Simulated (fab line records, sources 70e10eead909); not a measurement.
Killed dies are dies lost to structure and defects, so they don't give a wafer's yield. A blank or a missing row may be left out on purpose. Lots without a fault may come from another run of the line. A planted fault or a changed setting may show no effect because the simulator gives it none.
One fault seen from 2 desks | flow nand_harc | each desk has only its own numbers; what lay behind them comes last

THE TOOL OWNER'S DESK: rie_diel-05
The tool's own readings at NHARC_A_STAIRCASE_ETCH_194 (etches the open film in C4F8/O2, target depth 100 nm, time 40.5 s): means of the sampled wafers that have a number, for each lot that ran on this tool. A lot is out of limits, marked OUT, if its mean lies more than 4 standard deviations from the usual mean; the brackets give that distance.
Columns: A = oes_product_au at NHARC_A_STAIRCASE_ETCH_194, usual 0.943 a.u.; B = rf_vpp_V at NHARC_A_STAIRCASE_ETCH_194, usual 894 V
lot  | first seen here | A     | B
L485 | day 11 21:23    | 0.929 | 896
L484 | day 11 21:37    | 0.937 | 897
L493 | day 14 14:22    | 0.940 | 896
This desk's finding: nothing out of limits on any of the 3 lots.

THE METROLOGY DESK
What the gauges read, lot by lot, whatever tool the lot ran on: means of the sampled wafers that have a number. A lot is out of limits, marked OUT, if its mean lies more than 4 standard deviations from the usual mean; the brackets give that distance.
Columns: A = cd_nm at NHARC_THIN_TSV_CD_MEAS_37, usual 4999.1 nm
lot  | first seen here | A
L481 | day 19 01:19    | 4998.7
L485 | day 19 06:17    | 5001.7
L482 | day 19 12:14    | 4998.0
L483 | day 19 15:19    | 4998.8
L486 | day 19 17:36    | 5001.8
L484 | day 19 18:53    | 4998.9
L493 | day 23 01:22    | 5004.3
L497 | day 23 03:49    | 5001.9
L499 | day 23 19:52    | 4998.9
L498 | day 23 20:17    | 4999.6
L501 | day 23 22:43    | 4999.8
L500 | day 24 00:12    | 4996.2
L504 | day 24 19:23    | 4999.1
This desk's finding: nothing out of limits on any of the 13 lots.

PUT TOGETHER
The tool owner's desk saw nothing out of limits.
The metrology desk saw nothing out of limits.

WHAT THE SIMULATOR HAD PUT IN
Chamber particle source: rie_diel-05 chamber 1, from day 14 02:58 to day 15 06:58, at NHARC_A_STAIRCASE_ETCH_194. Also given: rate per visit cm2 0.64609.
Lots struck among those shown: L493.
